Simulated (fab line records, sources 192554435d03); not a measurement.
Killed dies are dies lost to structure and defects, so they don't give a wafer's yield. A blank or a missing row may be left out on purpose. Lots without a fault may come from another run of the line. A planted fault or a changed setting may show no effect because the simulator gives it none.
fab line records | flow n5_finfet
record lots=10 wafers=25 last_day=17
route steps=1938 shown BEOL_M4@1022 PASSIVATION@1936
lots that met no fault: from a run of the same line without faults
start_h: hours from the record's first day to the start of the lot's first wafer shown | wait_h: hours since the lot's step before | " the same as in the row above | L1.1+2: a row that stands for several wafers | - no value, or no start given | * or withheld: withheld | < > ~ a bound
route shown NAME@n: a module of which the file shows steps, and the number in the route of the first | usual: mean/standard deviation of fault-free wafers | same: alike in all rows | chamber/n: place in a boat | sites: the reading at each site | _std_site: their standard deviation | _edge_site: outer sites' mean less inner sites' | radius_mm: how far each site lies from the wafer's centre | mask NAME#n: copy n | behind: the tool/chamber that last shaped the wafer | hold: why the lot was held/for how many hours/how that ended | device: the transistor (n, p or np) that didn't switch | end of line: the same wafers' tests at the end of the route | a step without rows: its recipe alone | killed: dies lost to structure and defects at the first sort, not the wafer's yield | map: a wafer's dies, x killed, . not, _ none there
set.NAME: the setting as run; set.NAME@STEP: as run at that earlier step | model.NAME: the simulator's own value behind a step, which no gauge read
steps of the route over a sample of lots; a table a step, a row a wafer
services: from which hour (start_h, from the record's first day; less than 0 if before it) a tool's chamber was out of use, for how many hours, and why
## steps
# step N5_BEOL_M4_THK_MEAS_01
# recipe reads=SiOC_of_BEOL_M4_ILD_DEP_00
# usual M4_ILD_THK=79.1/0.9
# columns lot.wafer tool chamber start_h wait_h M4_ILD_THK[nm]
L549.1 film_metro-02 - 155.01 0.0 78.8
L549.2 " - " " 79.2
L556.3 film_metro-02 - 199.92 0.1 78.4
L556.4 " - " " 80.2
L557.1 film_metro-02 - 210.61 0.0 77.6
L557.3 " - " " 79.4
L558.4 film_metro-01 - 221.12 0.0 81.0
L558.5 " - " " 81.5
L558.6 " - " " 80.3
L560.3 film_metro-02 - 226.04 0.1 78.4
L560.6 " - " " 80.1
L563.1 film_metro-01 - 235.49 0.0 79.4
L563.5 " - " " 79.8
L563.6 " - " " 80.3
L564.3 film_metro-02 - 261.07 0.1 77.7
L564.4 " - " " 78.7
L564.5 " - " " 80.0
L565.2 film_metro-01 - 265.37 0.1 78.9
L565.5 " - " " 80.7
L565.6 " - " " 79.8
L569.2 film_metro-02 - 283.95 0.1 78.5
L569.5 " - " " 79.8
L572.1 film_metro-02 - 300.46 0.0 77.6
L572.3 " - " " 77.7
L572.4 " - " " 78.9
# step N5_BEOL_M4_HM_DEP_02
# recipe material=TiN target_thk_a=200 temp_c=25 chamber_pressure_pa=0.49996
# usual chamber_pressure_pa=0.4999/0.001 throttle_valve_pct=30.2/0.91
# columns lot.wafer tool chamber start_h wait_h chamber_pressure_pa throttle_valve_pct
L549.1 pvd_sputter-01 - 155.66 0.6 0.4999 32.1
L549.2 " - " " 0.5007 29.5
L556.3 pvd_sputter-01 - 201.74 1.8 0.4973 29.5
L556.4 " - " " 0.5019 31.5
L557.1 pvd_sputter-03 - 212.92 2.3 0.5002 31.8
L557.3 " - " " 0.4987 29.6
L558.4 pvd_sputter-02 - 222.01 0.8 0.5008 29.0
L558.5 " - " " 0.4976 29.7
L558.6 " - " " 0.4996 30.7
L560.3 pvd_sputter-01 - 226.66 0.6 0.4995 30.4
L560.6 " - " " 0.4992 30.4
L563.1 pvd_sputter-03 - 237.63 2.1 0.4996 29.4
L563.5 " - " " 0.5001 31.8
L563.6 " - " " 0.4993 30.5
L564.3 pvd_sputter-02 - 261.81 0.7 0.4996 29.3
L564.4 " - " " 0.4995 29.6
L564.5 " - " " 0.5007 29.3
L565.2 pvd_sputter-03 - 265.64 0.2 0.5001 29.9
L565.5 " - " " 0.5003 31.8
L565.6 " - " " 0.4999 30.3
L569.2 pvd_sputter-02 - 288.18 4.2 0.4997 29.0
L569.5 " - " " 0.4992 29.3
L572.1 pvd_sputter-03 - 301.06 0.5 0.5014 29.4
L572.3 " - " " 0.4983 30.1
L572.4 " - " " 0.5016 31.9
# step N5_BEOL_M4_EXPOSE_08
# recipe mask_id=M4 na=0.33 source_shape=dipole sigma_inner=0.369 sigma_outer=0.767 polarization=unpolarized dose_mj=41.25
# usual exposure_dose_mJ_cm2=41.6/0.54
# columns lot.wafer tool chamber start_h wait_h mask exposure_dose_mJ_cm2
L549.1 euv_scanner-01 0 155.92 - M4#0 41.1
L549.2 " 0 " " M4#0 41.1
L556.3 euv_scanner-02 0 202.15 - M4#0 42.2
L556.4 " 0 " " M4#0 42.2
L557.1 euv_scanner-02 0 213.18 - M4#0 42.2
L557.3 " 0 " " M4#0 42.2
L558.4 euv_scanner-02 0 222.30 - M4#0 42.1
L558.5 " 0 " " M4#0 42.2
L558.6 " 0 " " M4#0 42.2
L560.3 euv_scanner-02 0 226.93 - M4#0 42.1
L560.6 " 0 " " M4#0 42.2
L563.1 euv_scanner-02 0 237.90 - M4#0 42.1
L563.5 " 0 " " M4#0 42.1
L563.6 " 0 " " M4#0 42.2
L564.3 euv_scanner-02 0 262.09 - M4#0 42.2
L564.4 " 0 " " M4#0 42.2
L564.5 " 0 " " M4#0 42.2
L565.2 euv_scanner-02 0 266.04 - M4#0 34.2
L565.5 " 0 " " M4#0 34.3
L565.6 " 0 " " M4#0 34.2
L569.2 euv_scanner-01 0 288.58 - M4#0 41.0
L569.5 " 0 " " M4#0 41.0
L572.1 euv_scanner-01 0 301.45 - M4#0 41.0
L572.3 " 0 " " M4#0 41.1
L572.4 " 0 " " M4#0 41.1
# step N5_BEOL_M4_CD_MEAS_11
# recipe target_cd_nm=16.79 landing_energy_ev=500 detector=se_inlens polarity=opening
# usual cd_nm=16.73/0.25
# columns lot.wafer tool chamber start_h wait_h cd_nm
L549.1 cd_sem-01 0 156.05 - 16.81
L549.2 " 0 " " 16.79
L556.3 cd_sem-03 0 202.27 - 16.68
L556.4 " 0 " " 16.62
L557.1 cd_sem-02 0 213.32 - 16.66
L557.3 " 0 " " 16.71
L558.4 cd_sem-01 0 222.41 - 16.52
L558.5 " 0 " " 16.44
L558.6 " 0 " " 16.67
L560.3 cd_sem-02 0 227.05 - 16.30
L560.6 " 0 " " 16.45
L563.1 cd_sem-02 0 238.03 - 16.59
L563.5 " 0 " " 16.78
L563.6 " 0 " " 17.03
L564.3 cd_sem-03 0 262.21 - 16.78
L564.4 " 0 " " 16.60
L564.5 " 0 " " 16.91
L565.2 cd_sem-02 0 266.16 - 11.82
L565.5 " 0 " " 11.36
L565.6 " 0 " " 11.87
L569.2 cd_sem-01 0 288.70 - 16.64
L569.5 " 0 " " 16.97
L572.1 cd_sem-02 0 301.58 - 16.84
L572.3 " 0 " " 17.30
L572.4 " 0 " " 17.09
# step N5_BEOL_M4_ETCH_63
# recipe chemistry=CF4 target=SiARC target_depth_a=156 mask_material=CAR-EUV time_s=26 ion_energy_ev=80 pressure_mtorr=40 source_w=545 bias_w=36 Ar_flow_sccm=100 cf4_flow_sccm=100 ends=cleared
# usual drypump_motor_current_A=5.7/0.47 etch_rf_on_time_s=25.5/0.61 oes_product_au=0.72/0.063 rf_vpp_V=184.3/1.2 showerhead_plenum_p_Torr=2.17/0.06 throttle_valve_pct=15.46/0.25
# columns lot.wafer tool chamber start_h wait_h drypump_motor_current_A etch_rf_on_time_s oes_product_au rf_hours_counter_h rf_vpp_V showerhead_plenum_p_Torr throttle_valve_pct
L549.1 rie_diel-03 3 156.22 0.0 5.6 26.4 0.72 46 184.6 2.17 15.29
L549.2 " 1 " " 5.7 25.1 0.81 11 186.5 2.27 15.38
L556.3 rie_diel-02 0 202.44 0.0 6.4 25.3 0.78 35 183.9 2.11 15.80
L556.4 " 3 " " 4.9 25.7 0.69 - 183.5 2.16 15.28
L557.1 rie_diel-03 3 213.49 0.0 5.6 26.1 0.71 65 183.7 2.16 15.34
L557.3 " 2 " " 5.5 25.6 0.75 48 186.1 2.26 15.69
L558.4 rie_diel-02 1 222.62 0.0 5.7 25.8 0.83 - 184.2 2.19 15.17
L558.5 " 0 " " 6.4 25.6 0.77 - 183.6 2.11 15.82
L558.6 " 1 " " 5.7 25.8 0.84 - 186.8 2.19 15.16
L560.3 rie_diel-06 2 227.23 0.0 5.2 25.1 0.72 49 184.2 2.16 15.14
L560.6 " 2 " " 5.1 25.2 0.72 - 184.5 2.16 15.16
L563.1 rie_diel-02 3 238.21 0.0 4.9 25.8 0.68 111 183.5 2.16 15.31
L563.5 " 1 " " 5.7 25.5 0.81 - 185.8 2.19 15.18
L563.6 " 0 " " 6.4 25.9 0.75 - 182.3 2.11 15.81
L564.3 rie_diel-06 1 262.51 0.0 6.1 25.4 0.66 132 183.6 2.06 15.62
L564.4 " 3 " " 5.8 24.0 0.71 102 185.3 2.24 15.45
L564.5 " 3 " " 5.8 24.0 0.71 - 184.8 2.24 15.45
L565.2 rie_diel-03 0 266.34 0.0 6.1 26.2 0.67 127 184.5 2.15 15.92
L565.5 " 1 " " 5.6 24.9 0.75 - 186.3 2.26 15.47
L565.6 " 0 " " 6.2 26.6 0.66 - 181.9 2.15 15.91
L569.2 rie_diel-06 0 288.88 0.0 6.2 26.3 0.68 94 185.9 2.23 15.15
L569.5 " 3 " " 5.8 24.0 0.70 - 185.9 2.24 15.46
L572.1 rie_diel-06 0 301.75 0.0 6.1 26.4 0.67 99 184.9 2.23 15.16
L572.3 " 3 " " 5.8 24.3 0.70 117 185.4 2.24 15.46
L572.4 " 2 " " 5.1 25.4 0.69 73 183.6 2.16 15.21
# step N5_BEOL_M4_CD_MEAS_18
# recipe pitch_nm=36 target_cd_nm=18
# usual cd_nm=17.9/0.4
# columns lot.wafer tool chamber start_h wait_h cd_nm
L549.1 cd_sem-02 - 156.61 0.0 18.2
L549.2 " - " " 18.3
L556.3 cd_sem-03 - 202.82 0.1 17.4
L556.4 " - " " 18.1
L557.1 cd_sem-03 - 213.98 0.0 17.9
L557.3 " - " " 18.5
L558.4 cd_sem-02 - 223.09 0.1 17.7
L558.5 " - " " 18.4
L558.6 " - " " 17.7
L560.3 cd_sem-03 - 227.62 0.1 18.0
L560.6 " - " " 17.9
L563.1 cd_sem-03 - 238.71 0.0 18.0
L563.5 " - " " 17.1
L563.6 " - " " 17.6
L564.3 cd_sem-01 - 262.91 0.1 18.5
L564.4 " - " " 18.3
L564.5 " - " " 18.3
L565.2 cd_sem-03 - 266.72 0.1 12.3
L565.5 " - " " 13.0
L565.6 " - " " 12.4
L569.2 cd_sem-03 - 289.27 0.1 17.9
L569.5 " - " " 17.9
L572.1 cd_sem-02 - 302.14 0.0 17.9
L572.3 " - " " 18.6
L572.4 " - " " 17.5
# step N5_BEOL_M4_RC_MEAS_101
# usual DIBL_N=36.3/1.6 DIBL_P=36.2/2 IOFF_N=0.160/0.028 IOFF_P=0.21/0.036 ION_N=677/11 ION_P=465/6.9 SS_N=71.5/0.55 SS_P=73.3/0.64 VT_N=250/3 VT_P=-250/3.5
# columns lot.wafer tool chamber start_h wait_h DIBL_N[mV/V] DIBL_P[mV/V] IOFF_N[nA/um] IOFF_P[nA/um] ION_N[uA/um] ION_P[uA/um] SS_N[mV/dec] SS_P[mV/dec] VT_N[mV] VT_P[mV]
L549.1 prober-01 0 164.88 0.0 40.7 40.5 0.246 0.30 688 472 71.9 73.7 243 -246
L549.2 " 0 " " 39.1 38.7 0.186 0.25 671 466 72.2 74.2 247 -248
L556.3 prober-01 0 209.69 0.3 37.7 40.4 0.219 0.27 702 478 71.6 74.7 243 -248
L556.4 " 0 " " 35.0 36.8 0.160 0.20 675 459 71.2 72.7 250 -252
L557.1 prober-01 0 222.86 0.0 34.8 33.0 0.131 0.20 651 456 71.4 72.0 253 -250
L557.3 " 0 " " 36.5 35.5 0.164 0.24 671 465 71.7 73.1 249 -245
L558.4 prober-01 0 231.14 0.5 37.8 38.9 0.187 0.29 684 478 71.4 73.6 246 -243
L558.5 " 0 " " 38.0 39.1 0.190 0.29 688 479 72.1 73.4 248 -243
L558.6 " 0 " " 37.6 38.2 0.177 0.27 673 469 71.1 73.6 248 -244
L560.3 prober-01 0 235.44 0.3 38.4 39.4 0.207 0.26 691 466 71.6 74.6 246 -249
L560.6 " 0 " " 36.8 37.8 0.172 0.22 670 456 71.4 74.6 249 -252
L563.1 prober-01 0 245.65 0.0 37.1 37.1 0.172 0.22 685 467 71.9 73.7 251 -254
L563.5 " 0 " " 36.4 36.7 0.171 0.21 678 462 72.1 73.8 249 -251
L563.6 " 0 " " 37.3 37.1 0.188 0.21 676 463 71.7 73.6 249 -252
L564.3 prober-01 0 275.85 0.3 39.2 41.0 0.242 0.30 688 471 72.4 74.4 243 -245
L564.4 " 0 " " 36.6 37.4 0.177 0.23 682 470 72.3 73.9 247 -248
L564.5 " 0 " " 36.7 37.9 0.181 0.24 679 469 72.8 73.5 247 -246
L569.2 prober-01 0 300.23 0.2 33.4 31.5 0.118 0.16 669 455 71.0 72.4 252 -255
L569.5 " 0 " " 32.2 30.3 0.107 0.15 668 461 69.9 72.7 255 -254
L572.1 prober-02 0 309.49 0.0 36.5 36.4 0.155 0.19 671 453 72.0 73.5 250 -254
L572.3 " 0 " " 35.6 35.2 0.144 0.16 678 456 71.4 73.4 251 -257
L572.4 " 0 " " 36.0 35.8 0.139 0.17 670 452 71.6 73.5 249 -253
# step N5_PASSIVATION_PROBE_49
# usual defect_limited_yield=91.2/1.5 killed_at_M0_to_M3=36/10 killed_at_M4_up=13/6 killed_at_contacts=11/5.2 killed_at_front_end=40/11 killed_at_other=3.1/2.9 killed_dies=104/17 killed_on_rim=14/3.6 killed_open=66/12 killed_short=34/7.7 sort_bin_5_function=5.1/0.91 sort_bin_6_memory=3.2/0.67 sort_n_pass=1076/17 sort_yield_pct=91.2/1.5
# same gross_dies=1180 killed_at_back_side=0 sort_bin_4_leakage[%]=0 sort_bin_8_speed[%]=0
# columns lot.wafer tool chamber start_h wait_h defect_limited_yield[%] killed_at_M0_to_M3 killed_at_M4_up killed_at_contacts killed_at_front_end killed_at_other killed_dies killed_on_rim killed_open killed_short sort_bin_5_function[%] sort_bin_6_memory[%] sort_n_pass sort_yield_pct[%]
L560.3 prober-02 - 344.61 0.1 90.7 32 14 25 37 2 110 20 71 36 6.0 3.1 1070 90.7
L560.6 prober-02 - 344.76 0.3 92.8 28 10 13 32 2 85 11 50 33 4.9 2.0 1095 92.8
L564.3 prober-01 - 378.28 0.1 93.4 34 4 7 32 1 78 12 56 20 2.9 3.6 1102 93.4
L564.4 prober-01 - 378.33 0.2 91.3 37 7 9 46 4 103 14 63 31 5.0 2.8 1077 91.3
L564.5 prober-01 - 378.38 0.2 89.4 53 13 15 42 2 125 20 62 55 5.9 3.9 1055 89.4
L565.2 prober-01 - 380.20 0.1 0 37 1080 16 46 1 1180 152 65 42 5.5 3.5 0 0
L565.5 prober-01 - 380.35 0.2 0 34 1093 10 42 1 1180 152 69 25 4.7 2.9 0 0
L565.6 prober-01 - 380.40 0.3 0 32 1076 18 53 1 1180 152 70 33 4.7 3.9 0 0
# killed by level:class
L560.3 MOL_CONTACT_COAG:geometric_particle:open=15 BEOL_M0_SAQP:geometric_particle:short=10 FIN_SAQP:geometric_particle:open=9 MOL_CONTACT_COAG:geometric_particle:short=9 FIN_SAQP:geometric_particle:short=7 BEOL_M0_SAQP:geometric_particle:open=7 BEOL_M3:geometric_particle:open=6 BEOL_M2:geometric_particle:open=5
L560.6 BEOL_M0_SAQP:geometric_particle:short=9 STI_FIN_REVEAL:geometric_particle:open=8 MOL_CONTACT_COAG:geometric_particle:open=8 BEOL_M4:geometric_particle:open=8 BEOL_M1:geometric_particle:open=6 STARTING-WAFER:geometric_particle:short=5 MOL_CONTACT_COAG:geometric_particle:short=4 BEOL_M0_SAQP:geometric_particle:open=4
L564.3 BEOL_M1:geometric_particle:open=11 FIN_SAQP:geometric_particle:open=6 DUMMY_GATE:geometric_particle:open=6 MOL_CONTACT_COAG:geometric_particle:open=6 BEOL_M0_SAQP:geometric_particle:short=6 BEOL_M0_SAQP:geometric_particle:open=6 BEOL_M3:geometric_particle:open=4 FIN_SAQP:geometric_particle:short=4
L564.4 BEOL_M0_SAQP:geometric_particle:short=10 BEOL_M0_SAQP:geometric_particle:open=10 MOL_CONTACT_COAG:geometric_particle:open=9 HKMG_FIN:area_etch=8 FIN_SAQP:geometric_particle:short=7 DUMMY_GATE:geometric_particle:open=7 FIN_SAQP:geometric_particle:open=6 GATE_CUT:geometric_particle:open=5
L564.5 BEOL_M0_SAQP:geometric_particle:short=24 BEOL_M0_SAQP:geometric_particle:open=17 MOL_CONTACT_COAG:geometric_particle:open=8 FIN_SAQP:geometric_particle:open=7 MOL_CONTACT_COAG:geometric_particle:short=7 BEOL_M4:geometric_particle:open=7 HKMG_FIN:area_etch=7 FIN_SAQP:geometric_particle:short=5
L565.2 BEOL_M4:area_expose=1072 MOL_CONTACT_COAG:geometric_particle:open=11 BEOL_M0_SAQP:geometric_particle:short=11 DUMMY_GATE:geometric_particle:open=10 FIN_SAQP:geometric_particle:short=9 GATE_CUT:geometric_particle:short=9 BEOL_M0_SAQP:geometric_particle:open=8 FIN_SAQP:geometric_particle:open=6
L565.5 BEOL_M4:area_expose=1085 FIN_SAQP:geometric_particle:open=10 BEOL_M0_SAQP:geometric_particle:open=9 BEOL_M2:geometric_particle:open=9 MOL_CONTACT_COAG:geometric_particle:open=8 FIN_SAQP:geometric_particle:short=6 STI_FIN_REVEAL:geometric_particle:open=6 BEOL_M0:geometric_particle:open=5
L565.6 BEOL_M4:area_expose=1070 MOL_CONTACT_COAG:geometric_particle:open=17 FIN_SAQP:geometric_particle:open=10 BEOL_M3:geometric_particle:open=10 STI_FIN_REVEAL:geometric_particle:open=8 GATE_CUT:geometric_particle:short=8 BEOL_M2:geometric_particle:open=7 GATE_CUT:geometric_particle:open=6
## services
# columns tool chamber start_h hours kind
euv_scanner-01 - 140.71 1.0 pm
euv_scanner-02 - 159.10 4.6 pm
pvd_sputter-03 - 169.46 17.4 repair
rie_diel-02 2 177.14 9.3 repair
rie_diel-02 1 178.63 14.1 repair
euv_scanner-02 - 181.79 1.0 pm
rie_diel-03 1 186.86 6.5 repair
rie_diel-02 1 193.11 - clean
euv_scanner-01 - 196.86 1.0 pm
rie_diel-03 1 202.38 5.7 repair
rie_diel-03 - 207.12 0.4 repair
euv_scanner-01 - 207.38 1.3 repair
rie_diel-02 2 220.79 6.6 repair
rie_diel-02 3 222.10 1.4 repair
euv_scanner-01 - 231.55 18.0 repair
euv_scanner-02 - 239.55 0.3 repair
rie_diel-03 2 246.73 2.6 repair
euv_scanner-02 - 249.51 1.0 pm
euv_scanner-01 - 253.01 1.0 pm
euv_scanner-01 - 254.02 4.6 pm
euv_scanner-02 - 259.53 1.8 repair
pvd_sputter-01 - 265.60 4.9 repair
euv_scanner-01 - 290.26 5.8 pm
euv_scanner-02 - 296.07 1.0 pm
## key
first_sign step=N5_BEOL_M4_EXPOSE_08 reading=exposure_dose_mJ_cm2 direction=down sigmas=14 usual=41.6 struck=34.2
effect step=N5_BEOL_M4_CD_MEAS_11 reading=cd_nm direction=down sigmas=20 usual=16.73 struck=11.68
effect step=N5_BEOL_M4_CD_MEAS_18 reading=cd_nm direction=down sigmas=13 usual=17.9 struck=12.6
effect step=N5_PASSIVATION_PROBE_49 reading=killed_at_M4_up direction=up sigmas=99+ usual=13 struck=1083
more_kills_born_at N5_BEOL_M4_EXPOSE_08@euv_scanner-02=3226
met_at N5_BEOL_M4_EXPOSE_08
struck_lots L565
later_rows_left_out L565.2,L565.5,L565.6
not_acting_at N5_BEOL_M4_THK_MEAS_01,N5_BEOL_M4_HM_DEP_02,N5_BEOL_M4_ETCH_63
onset_between 262.09 266.04
fault kind=process_parameter_drift tool=euv_scanner-02 chamber=- onset_h=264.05 steps=N5_BEOL_M4_EXPOSE_08 channel=dose_mj offset=-7.9873 shape=step acts_in=these_recipes_only stated=41.25
# later_rows_left_out: the simulator's readings of these wafers behind a module that went badly wrong aren't trusted and aren't shown, but for the sort
